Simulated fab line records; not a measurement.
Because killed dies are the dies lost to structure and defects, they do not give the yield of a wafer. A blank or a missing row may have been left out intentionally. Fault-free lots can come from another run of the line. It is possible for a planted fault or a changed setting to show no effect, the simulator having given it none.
fab line records	flow n5_finfet	part 1 of 2: steps 1 to 4 of 6
record: lots: 22	wafers: 66	last_day: 21
route steps=1938 shown BEOL_M15@1817 MIM_TOP_LITHO@1850 MIM_BOT_LITHO@1865 TV_LITHO@1886 TV_OPEN@1889 PASSIVATION@1926
lots untouched by any fault: they come from a run of this same line in which no faults occurred
start_h: the number of hours between the record's first day and the start of the first shown wafer of the lot	wait_h: how many hours have passed since the lot's step before this one	" identical to the entry in the row above	L1.1+2: a row that stands for several wafers	- no value, or no start given	* or withheld: withheld	< > ~ a bound
route shown NAME@n: NAME is a module with steps in the file, n the number in the route of the first one	usual: mean/standard deviation taken from wafers without a fault	same: alike in all rows	chamber/n: place in a boat	sites: readings site by site	_std_site: their standard deviation	_edge_site: the outer-site mean with the inner-site mean subtracted	radius_mm: how far each site lies from the wafer's centre	mask NAME#n: copy n	behind: tool/chamber where the wafer was last shaped	hold: cause of the lot's hold/its duration in hours/its outcome	device: whichever transistor did not switch (one of n, p or np)	end of line: tests of these same wafers at the route's end	where a step has no rows: the recipe by itself	killed: not the wafer's yield, but the dies lost to structure and defects at the first sort	map: shows each die of a wafer: x if killed, . if not, _ if none is there
set.NAME: the setting that was run; set.NAME@STEP: the one run at that earlier step	model.NAME: the simulator's own value behind a step, which no gauge read
steps of the route over a sample of lots; a table a step, a row a wafer
services: when a tool's chamber went out of use (start_h, in hours from the record's first day, below 0 if earlier), for how many hours, and the reason
== steps ==
step: N5_BEOL_M15_DEGAS_41
recipe: ambient: vacuum	temp_c: 300	time_s: 60
usual: heater_power_w: 463/67
lot.wafer	tool	chamber	start_h	wait_h	heater_power_w
L076.2	pvd_sputter-02	-	359.21	0.3	436
L076.5	"	-	"	"	551
L076.6	"	-	"	"	390
L074.3	pvd_sputter-03	-	367.55	0.3	553
L074.4	"	-	"	"	436
L074.5	"	-	"	"	438
L075.1	pvd_sputter-03	-	372.63	0.5	423
L075.4	"	-	"	"	558
L075.5	"	-	"	"	434
L077.2	pvd_sputter-02	-	374.76	0.5	558
L077.3	"	-	"	"	371
L077.6	"	-	"	"	377
L078.1	pvd_sputter-03	-	375.21	0.2	440
L078.4	"	-	"	"	478
L078.6	"	-	"	"	493
L079.2	pvd_sputter-02	-	388.94	0.3	440
L079.3	"	-	"	"	430
L079.4	"	-	"	"	570
L081.1	pvd_sputter-01	-	390.66	1.0	556
L081.2	"	-	"	"	425
L081.6	"	-	"	"	429
L083.1	pvd_sputter-01	-	391.06	1.3	392
L083.2	"	-	"	"	435
L083.5	"	-	"	"	394
L080.2	pvd_sputter-01	-	398.62	0.2	378
L080.4	"	-	"	"	426
L080.5	"	-	"	"	578
L082.1	pvd_sputter-02	-	398.65	0.2	428
L082.3	"	-	"	"	573
L082.6	"	-	"	"	440
L085.2	pvd_sputter-02	-	402.35	0.0	576
L085.3	"	-	"	"	378
L085.6	"	-	"	"	426
L084.1	pvd_sputter-02	-	417.77	0.4	436
L084.3	"	-	"	"	581
L084.5	"	-	"	"	570
L086.3	pvd_sputter-02	-	418.19	0.7	422
L086.5	"	-	"	"	434
L086.6	"	-	"	"	431
L091.3	pvd_sputter-01	-	432.32	0.2	383
L091.4	"	-	"	"	427
L091.6	"	-	"	"	438
L087.1	pvd_sputter-02	-	438.21	0.3	377
L087.2	"	-	"	"	446
L087.6	"	-	"	"	385
L090.2	pvd_sputter-03	-	440.14	0.4	484
L090.3	"	-	"	"	419
L090.6	"	-	"	"	488
L088.1	pvd_sputter-01	-	443.24	2.6	394
L088.5	"	-	"	"	412
L088.6	"	-	"	"	568
L092.3	pvd_sputter-03	-	443.98	0.6	493
L092.5	"	-	"	"	540
L092.6	"	-	"	"	442
L093.1	pvd_sputter-02	-	463.60	0.2	425
L093.3	"	-	"	"	553
L093.6	"	-	"	"	587
L094.1	pvd_sputter-02	-	466.16	0.2	576
L094.3	"	-	"	"	436
L094.4	"	-	"	"	378
L096.1	pvd_sputter-02	-	482.81	0.6	572
L096.5	"	-	"	"	570
L096.6	"	-	"	"	384
L097.2	pvd_sputter-03	-	496.05	0.6	486
L097.3	"	-	"	"	421
L097.6	"	-	"	"	545
step: N5_MIM_TOP_LITHO_DESCUM_10
recipe: chemistry: O2	time_s: 7.9	source_power_w: 50	bias_power_w: 20	pressure_mtorr: 20	rf_frequency_hz: 2.712e+07	temp_c: 40	o2_flow_sccm: 225
usual: drypump_motor_current_A: 6.0/0.39	oes_product_au: 0.80/0.071	rf_fwd_power_W: 49.67/0.19	rf_vpp_V: 243.3/1.2	showerhead_plenum_p_Torr: 2.12/0.066	throttle_valve_pct: 20.37/0.24
lot.wafer	tool	chamber	start_h	wait_h	drypump_motor_current_A	oes_product_au	rf_fwd_power_W	rf_hours_counter_h	rf_vpp_V	showerhead_plenum_p_Torr	throttle_valve_pct
L076.2	rie_diel-05	3	366.84	0.2	6.7	0.79	49.80	97	244.1	2.23	20.53
L076.5	"	2	"	"	5.8	0.78	49.37	-	242.5	2.08	20.17
L076.6	"	1	"	"	6.2	0.81	49.61	-	245.9	2.20	20.65
L074.3	rie_diel-04	0	372.83	0.1	5.1	0.87	49.30	41	242.0	2.04	20.37
L074.4	"	3	"	"	5.6	0.92	49.44	22	243.9	2.13	20.12
L074.5	"	2	"	"	5.7	0.73	49.54	-	242.4	2.06	20.25
L075.1	rie_diel-05	1	378.45	0.0	6.2	0.81	49.63	97	243.2	2.20	20.67
L075.4	"	2	"	"	5.8	0.78	49.64	123	243.0	2.08	20.16
L075.5	"	2	"	"	5.8	0.78	49.60	-	243.3	2.08	20.18
L077.2	rie_diel-05	0	379.81	0.2	5.7	0.73	49.69	132	244.5	2.19	20.20
L077.3	"	1	"	"	6.2	0.81	49.95	97	244.9	2.20	20.67
L077.6	"	3	"	"	6.7	0.78	49.80	-	244.5	2.22	20.52
L078.1	rie_diel-05	2	380.29	0.3	5.8	0.78	49.59	124	242.7	2.08	20.17
L078.4	"	1	"	"	6.2	0.81	49.33	97	245.1	2.20	20.65
L078.6	"	1	"	"	6.2	0.81	49.51	-	244.0	2.20	20.66
L079.2	rie_diel-01	1	393.37	0.0	5.9	0.85	49.97	59	242.8	2.06	20.65
L079.3	"	2	"	"	5.5	0.93	49.62	10	242.4	2.04	19.96
L079.4	"	1	"	"	6.0	0.85	49.95	-	243.1	2.06	20.65
L081.1	rie_diel-01	1	397.19	0.0	5.9	0.85	49.92	61	241.4	2.06	20.67
L081.2	"	2	"	"	5.5	0.92	49.74	12	241.9	2.04	19.96
L081.6	"	1	"	"	5.9	0.85	49.89	-	242.4	2.06	20.66
L083.1	rie_diel-01	1	397.68	0.0	6.0	0.84	50.00	61	243.2	2.06	20.65
L083.2	"	0	"	"	6.2	0.74	49.67	170	244.8	2.17	20.41
L083.5	"	1	"	"	6.0	0.85	50.02	-	241.5	2.06	20.67
L080.2	rie_diel-01	2	402.98	0.0	5.5	0.92	49.70	14	241.9	2.04	19.97
L080.4	"	1	"	"	5.9	0.84	49.91	-	241.9	2.06	20.65
L080.5	"	2	"	"	5.5	0.92	49.60	-	243.6	2.04	19.96
L082.1	rie_diel-01	1	403.15	0.0	5.9	0.84	49.71	64	243.2	2.06	20.67
L082.3	"	0	"	"	6.2	0.73	49.88	173	244.6	2.17	20.41
L082.6	"	2	"	"	5.6	0.93	49.60	-	241.9	2.04	19.97
L085.2	rie_diel-04	0	407.97	0.2	5.1	0.85	49.85	54	242.4	2.04	20.38
L085.3	"	2	"	"	5.7	0.72	49.56	179	242.9	2.05	20.25
L085.6	"	2	"	"	5.7	0.72	49.67	-	243.1	2.05	20.26
L084.1	rie_diel-01	3	422.51	0.1	6.5	0.98	49.29	5	242.1	2.07	20.09
L084.3	"	0	"	"	6.2	0.73	49.75	181	244.1	2.16	20.43
L084.5	"	2	"	"	5.5	0.92	49.62	-	243.5	2.04	19.98
L086.3	rie_diel-01	3	422.76	0.0	6.4	0.97	49.37	5	241.9	2.07	20.09
L086.5	"	0	"	"	6.2	0.73	49.88	-	244.3	2.17	20.43
L086.6	"	3	"	"	6.4	0.97	49.47	-	241.9	2.07	20.10
L091.3	rie_diel-04	2	439.09	0.0	5.7	0.71	49.50	192	242.0	2.05	20.28
L091.4	"	1	"	"	6.3	0.83	49.35	101	243.7	2.12	20.56
L091.6	"	2	"	"	5.7	0.71	49.33	-	241.2	2.05	20.27
L087.1	rie_diel-05	0	444.43	0.2	5.7	0.71	49.70	154	243.7	2.18	20.24
L087.2	"	3	"	"	6.7	0.76	49.97	123	244.0	2.22	20.55
L087.6	"	2	"	"	5.8	0.75	49.50	-	243.5	2.07	20.21
L090.2	rie_diel-05	3	445.30	0.0	6.7	0.76	49.96	124	243.8	2.22	20.55
L090.3	"	2	"	"	5.8	0.76	49.68	146	242.9	2.07	20.20
L090.6	"	2	"	"	5.8	0.76	49.63	-	241.8	2.07	20.20
L088.1	rie_diel-05	0	450.54	0.0	5.7	0.72	49.52	155	243.6	2.18	20.23
L088.5	"	1	"	"	6.2	0.78	49.19	-	245.1	2.19	20.70
L088.6	"	2	"	"	5.8	0.75	50.01	-	243.1	2.07	20.22
L092.3	rie_diel-01	0	450.70	0.0	6.2	0.72	49.60	192	244.2	2.16	20.45
L092.5	"	1	"	"	6.0	0.82	50.00	-	241.9	2.05	20.69
L092.6	"	2	"	"	5.6	0.89	49.64	-	242.0	2.03	20.01
L093.1	rie_diel-04	0	469.28	0.0	5.1	0.82	49.61	76	241.0	2.03	20.41
L093.3	"	2	"	"	5.7	0.70	49.39	202	242.5	2.05	20.29
L093.6	"	0	"	"	5.1	0.82	49.35	-	242.4	2.03	20.42
L094.1	rie_diel-04	1	472.68	0.2	6.3	0.82	49.54	112	243.1	2.12	20.57
L094.3	"	0	"	"	5.1	0.82	49.30	77	240.9	2.03	20.41
L094.4	"	2	"	"	5.7	0.71	49.34	203	242.4	2.05	20.28
L096.1	rie_diel-01	1	490.32	0.0	6.0	0.80	49.98	95	243.2	2.05	20.71
L096.5	"	0	"	"	6.2	0.70	49.94	-	245.0	2.16	20.48
L096.6	"	1	"	"	6.0	0.81	49.79	-	241.9	2.05	20.70
L097.2	rie_diel-05	1	501.05	0.0	6.2	0.78	49.77	137	244.1	2.19	20.74
L097.3	"	3	"	"	6.7	0.74	49.71	143	244.2	2.21	20.58
L097.6	"	2	"	"	5.7	0.74	49.76	-	243.7	2.06	20.22
step: N5_MIM_BOT_LITHO_DESCUM_10
recipe: chemistry: O2	time_s: 7.9	source_power_w: 50	bias_power_w: 20	pressure_mtorr: 20	rf_frequency_hz: 2.712e+07	temp_c: 40	o2_flow_sccm: 225
usual: drypump_motor_current_A: 5.9/0.42	oes_product_au: 0.80/0.068	rf_fwd_power_W: 49.63/0.17	rf_vpp_V: 243.5/1.2	showerhead_plenum_p_Torr: 2.11/0.064	throttle_valve_pct: 20.37/0.22
lot.wafer	tool	chamber	start_h	wait_h	drypump_motor_current_A	oes_product_au	rf_fwd_power_W	rf_hours_counter_h	rf_vpp_V	showerhead_plenum_p_Torr	throttle_valve_pct
L076.2	rie_diel-01	1	367.59	0.0	5.9	0.88	49.65	43	242.5	2.06	20.62
L076.5	"	3	"	"	6.4	0.69	49.72	-	242.6	2.07	20.32
L076.6	"	0	"	"	6.2	0.76	49.99	-	245.4	2.17	20.39
L074.3	rie_diel-05	3	373.82	0.0	6.7	0.78	49.50	99	244.6	2.23	20.52
L074.4	"	1	"	"	6.2	0.82	49.53	94	244.5	2.20	20.67
L074.5	"	1	"	"	6.2	0.82	49.52	-	244.6	2.20	20.65
L075.1	rie_diel-04	2	379.38	0.2	5.7	0.73	49.81	170	242.8	2.06	20.24
L075.4	"	1	"	"	6.3	0.86	49.85	78	243.0	2.13	20.53
L075.5	"	1	"	"	6.3	0.85	49.71	-	242.7	2.13	20.53
L077.2	rie_diel-05	2	380.67	0.0	5.8	0.77	49.84	124	244.8	2.08	20.18
L077.3	"	3	"	"	6.7	0.78	49.73	102	245.2	2.22	20.52
L077.6	"	2	"	"	5.7	0.78	49.79	-	244.4	2.08	20.18
L078.1	rie_diel-05	3	381.59	0.5	6.7	0.78	49.89	103	245.2	2.22	20.54
L078.4	"	1	"	"	6.2	0.82	49.65	98	244.4	2.20	20.67
L078.6	"	3	"	"	6.7	0.77	49.94	-	243.3	2.22	20.52
L079.2	rie_diel-01	0	394.24	0.0	6.2	0.74	49.52	168	244.1	2.17	20.41
L079.3	"	2	"	"	5.5	0.93	49.35	10	242.2	2.04	19.94
L079.4	"	0	"	"	6.2	0.73	49.72	-	245.1	2.17	20.41
L081.1	rie_diel-04	2	397.94	0.0	5.7	0.73	49.74	176	242.1	2.06	20.25
L081.2	"	0	"	"	5.1	0.86	49.74	50	242.9	2.04	20.37
L081.6	"	1	"	"	6.3	0.84	49.73	-	244.2	2.12	20.53
L083.1	rie_diel-01	0	398.54	0.0	6.2	0.74	49.82	171	245.3	2.17	20.42
L083.2	"	1	"	"	5.9	0.84	49.85	61	242.8	2.06	20.66
L083.5	"	0	"	"	6.2	0.73	49.78	-	244.4	2.17	20.41
L080.2	rie_diel-05	2	403.74	0.0	5.8	0.77	49.63	132	242.8	2.07	20.18
L080.4	"	1	"	"	6.2	0.80	49.50	106	244.4	2.20	20.68
L080.5	"	2	"	"	5.8	0.77	49.53	-	243.9	2.07	20.20
L082.1	rie_diel-04	0	404.01	0.0	5.1	0.85	49.54	51	242.7	2.04	20.38
L082.3	"	2	"	"	5.7	0.73	49.42	177	245.2	2.05	20.26
L082.6	"	2	"	"	5.7	0.73	49.43	-	242.9	2.05	20.27
L085.2	rie_diel-04	2	408.84	0.0	5.7	0.72	49.46	180	244.7	2.05	20.27
L085.3	"	3	"	"	5.7	0.89	49.72	35	243.2	2.12	20.14
L085.6	"	2	"	"	5.7	0.72	49.34	-	242.6	2.05	20.27
L084.1	rie_diel-04	2	423.58	0.4	5.7	0.72	49.26	186	242.7	2.05	20.28
L084.3	"	3	"	"	5.6	0.89	49.60	41	242.4	2.12	20.16
L084.5	"	3	"	"	5.6	0.88	49.81	-	243.4	2.12	20.16
L086.3	rie_diel-04	2	423.71	0.1	5.7	0.72	49.60	186	242.7	2.05	20.26
L086.5	"	3	"	"	5.7	0.88	49.70	-	243.7	2.12	20.16
L086.6	"	0	"	"	5.1	0.84	49.85	-	243.1	2.04	20.40
L091.3	rie_diel-05	2	439.82	0.0	5.7	0.77	49.74	145	244.6	2.07	20.21
L091.4	"	0	"	"	5.7	0.73	49.70	152	245.2	2.18	20.24
L091.6	"	3	"	"	6.7	0.76	49.51	-	244.0	2.22	20.56
L087.1	rie_diel-01	0	445.20	0.0	6.2	0.72	49.70	189	245.4	2.16	20.44
L087.2	"	3	"	"	6.4	0.95	49.29	11	241.2	2.06	20.11
L087.6	"	1	"	"	5.9	0.82	49.35	-	242.3	2.05	20.67
L090.2	rie_diel-05	1	446.43	0.1	6.2	0.79	49.58	119	243.9	2.19	20.70
L090.3	"	2	"	"	5.8	0.76	49.65	146	243.6	2.07	20.22
L090.6	"	1	"	"	6.2	0.78	49.66	-	242.9	2.19	20.71
L088.1	rie_diel-01	0	451.48	0.0	6.2	0.72	49.84	192	245.1	2.16	20.47
L088.5	"	2	"	"	5.5	0.88	49.65	-	242.2	2.03	20.00
L088.6	"	3	"	"	6.4	0.95	49.23	-	241.0	2.06	20.09
L092.3	rie_diel-05	0	451.68	0.0	5.7	0.72	49.56	156	245.3	2.18	20.22
L092.5	"	1	"	"	6.2	0.79	49.63	-	245.3	2.19	20.69
L092.6	"	2	"	"	5.7	0.76	49.47	-	243.2	2.07	20.22
L093.1	rie_diel-01	0	470.02	0.0	6.2	0.71	49.79	199	244.1	2.16	20.46
L093.3	"	1	"	"	5.9	0.81	49.59	86	241.7	2.05	20.70
L093.6	"	3	"	"	6.4	0.92	49.63	-	240.2	2.06	20.11
L094.1	rie_diel-04	3	473.63	0.0	5.7	0.86	49.84	57	243.9	2.11	20.17
L094.3	"	0	"	"	5.1	0.82	49.56	77	241.7	2.03	20.43
L094.4	"	1	"	"	6.3	0.81	49.74	112	242.9	2.11	20.58
L096.1	rie_diel-04	0	491.17	0.1	5.2	0.81	49.52	82	242.8	2.03	20.43
L096.5	"	2	"	"	5.7	0.70	49.57	-	243.3	2.04	20.31
L096.6	"	1	"	"	6.3	0.81	49.61	-	245.5	2.11	20.60
L097.2	rie_diel-05	0	501.81	0.0	5.7	0.70	49.51	174	244.3	2.17	20.26
L097.3	"	2	"	"	5.7	0.74	49.66	164	243.8	2.06	20.24
L097.6	"	0	"	"	5.7	0.71	49.70	-	244.5	2.17	20.25
step: N5_PASSIVATION_DESCUM_12
recipe: chemistry: O2	time_s: 7.9	source_power_w: 50	bias_power_w: 20	pressure_mtorr: 20	rf_frequency_hz: 2.712e+07	temp_c: 40	o2_flow_sccm: 225
usual: drypump_motor_current_A: 5.7/0.4	oes_product_au: 0.79/0.09	rf_fwd_power_W: 49.68/0.15	rf_vpp_V: 243.4/1.5	showerhead_plenum_p_Torr: 2.10/0.08	throttle_valve_pct: 20.4/0.34
lot.wafer	tool	chamber	start_h	wait_h	drypump_motor_current_A	oes_product_au	rf_fwd_power_W	rf_hours_counter_h	rf_vpp_V	showerhead_plenum_p_Torr	throttle_valve_pct
L076.2	rie_diel-02	2	370.46	0.4	5.8	0.66	49.63	245	242.0	1.97	20.8
L076.5	"	0	"	"	5.8	0.77	49.79	-	240.8	2.00	20.4
L076.6	"	3	"	"	5.4	0.78	49.82	-	243.2	2.21	20.2
L074.3	rie_diel-03	1	377.37	0.0	5.9	0.92	49.58	26	243.2	2.13	20.0
L074.4	"	3	"	"	6.5	0.70	49.65	-	243.2	2.09	20.4
L074.5	"	1	"	"	5.9	0.91	49.96	-	243.1	2.13	20.0
L075.1	rie_diel-03	3	381.03	0.0	6.5	0.70	49.55	193	243.0	2.09	20.4
L075.4	"	3	"	"	6.5	0.70	49.59	-	242.7	2.09	20.4
L075.5	"	0	"	"	5.2	0.84	49.75	-	241.4	2.03	20.4
L078.1	rie_diel-03	1	384.93	0.6	5.9	0.90	49.73	29	242.1	2.13	20.0
L078.4	"	0	"	"	5.2	0.85	49.60	-	242.9	2.03	20.4
L078.6	"	3	"	"	6.5	0.70	49.77	-	243.7	2.09	20.4
L077.2	rie_diel-06	1	385.21	0.7	5.6	0.73	49.61	198	242.1	2.00	21.1
L077.3	"	2	"	"	5.8	0.68	49.78	229	243.8	2.13	19.9
L077.6	"	1	"	"	5.6	0.73	49.74	-	241.8	2.00	21.1
L079.2	rie_diel-06	1	396.31	0.4	5.7	0.72	49.32	202	241.7	2.00	21.1
L079.3	"	2	"	"	5.8	0.66	49.46	233	244.0	2.13	19.9
L079.4	"	3	"	"	5.3	0.85	49.74	60	243.7	2.19	20.5
L081.1	rie_diel-06	2	401.28	0.3	5.8	0.67	49.39	235	243.4	2.13	20.0
L081.2	"	0	"	"	5.7	0.86	49.64	75	242.5	2.05	20.2
L081.6	"	2	"	"	5.8	0.67	49.45	-	245.7	2.13	20.0
L083.1	rie_diel-02	3	401.31	0.1	5.4	0.76	49.62	113	244.1	2.21	20.3
L083.2	"	1	"	"	4.8	0.72	49.81	212	243.1	2.10	21.0
L083.5	"	3	"	"	5.4	0.76	49.54	-	244.7	2.21	20.2
L080.2	rie_diel-02	1	405.29	0.0	4.8	0.72	49.46	212	244.2	2.10	21.0
L080.4	"	3	"	"	5.4	0.74	49.59	114	244.9	2.21	20.2
L080.5	"	0	"	"	5.8	0.75	49.90	-	241.6	1.99	20.4
L082.1	rie_diel-02	0	406.51	0.0	5.8	0.74	49.77	147	242.4	1.99	20.5
L082.3	"	1	"	"	4.8	0.72	50.07	213	241.8	2.10	21.0
L082.6	"	3	"	"	5.4	0.75	49.56	-	245.1	2.21	20.2
L085.2	rie_diel-02	0	413.76	0.3	5.8	0.76	49.73	150	241.1	1.99	20.5
L085.3	"	2	"	"	5.9	0.96	49.79	4	245.7	2.23	20.5
L085.6	"	1	"	"	4.9	0.72	49.85	-	243.3	2.10	21.0
L086.3	rie_diel-03	0	425.51	0.1	5.2	0.84	49.81	65	242.5	2.02	20.4
L086.5	"	0	"	"	5.2	0.83	49.73	-	242.8	2.02	20.4
L086.6	"	3	"	"	6.4	0.69	49.84	-	242.5	2.08	20.5
L084.1	rie_diel-02	2	428.96	0.4	5.8	0.94	49.80	9	244.4	2.23	20.5
L084.3	"	1	"	"	4.8	0.70	49.50	220	243.5	2.10	21.0
L084.5	"	2	"	"	5.8	0.93	49.77	-	244.7	2.23	20.5
L091.3	rie_diel-06	3	443.35	0.1	5.4	0.83	49.53	74	244.6	2.18	20.5
L091.4	"	2	"	"	5.8	0.67	49.73	247	246.3	2.12	20.0
L091.6	"	3	"	"	5.4	0.84	49.48	-	246.2	2.18	20.5
L087.1	rie_diel-06	1	447.34	0.0	5.6	0.71	49.85	215	241.6	2.00	21.1
L087.2	"	2	"	"	5.8	0.66	49.56	248	243.9	2.12	20.0
L087.6	"	1	"	"	5.6	0.71	49.75	-	241.1	2.00	21.1
L090.2	rie_diel-06	2	449.68	0.1	5.8	0.67	49.57	248	244.1	2.12	20.0
L090.3	"	3	"	"	5.4	0.82	49.44	76	245.7	2.18	20.5
L090.6	"	0	"	"	5.7	0.85	49.85	-	243.5	2.04	20.2
L088.1	rie_diel-02	3	453.65	0.0	5.4	0.74	49.81	130	243.5	2.20	20.3
L088.5	"	1	"	"	4.8	0.72	49.71	-	243.1	2.09	21.0
L088.6	"	0	"	"	5.8	0.75	49.76	-	239.6	1.99	20.5
L092.3	rie_diel-03	0	453.82	0.0	5.2	0.83	49.69	74	242.5	2.02	20.4
L092.5	"	3	"	"	6.5	0.69	49.50	-	243.6	2.08	20.5
L092.6	"	0	"	"	5.2	0.83	49.78	-	242.3	2.02	20.4
L093.1	rie_diel-06	0	473.88	0.1	5.7	0.83	49.91	95	242.2	2.04	20.2
L093.3	"	1	"	"	5.7	0.70	49.51	223	241.3	1.99	21.1
L093.6	"	1	"	"	5.7	0.70	49.55	-	243.1	1.99	21.1
L094.1	rie_diel-03	3	475.73	0.6	6.5	0.67	49.79	222	241.9	2.08	20.5
L094.3	"	1	"	"	5.9	0.85	49.83	55	244.0	2.12	20.1
L094.4	"	1	"	"	5.9	0.86	49.83	-	244.2	2.12	20.1
L096.1	rie_diel-02	1	494.01	0.3	4.8	0.71	49.54	241	243.1	2.09	21.0
L096.5	"	0	"	"	5.8	0.73	49.59	-	242.2	1.98	20.5
L096.6	"	1	"	"	4.8	0.71	49.80	-	243.0	2.09	21.0
L097.2	rie_diel-03	2	503.48	0.2	6.0	0.88	49.86	30	244.7	2.22	19.8
L097.3	"	3	"	"	6.5	0.67	49.51	232	242.5	2.07	20.5
L097.6	"	2	"	"	5.9	0.88	49.87	-	244.7	2.22	19.8
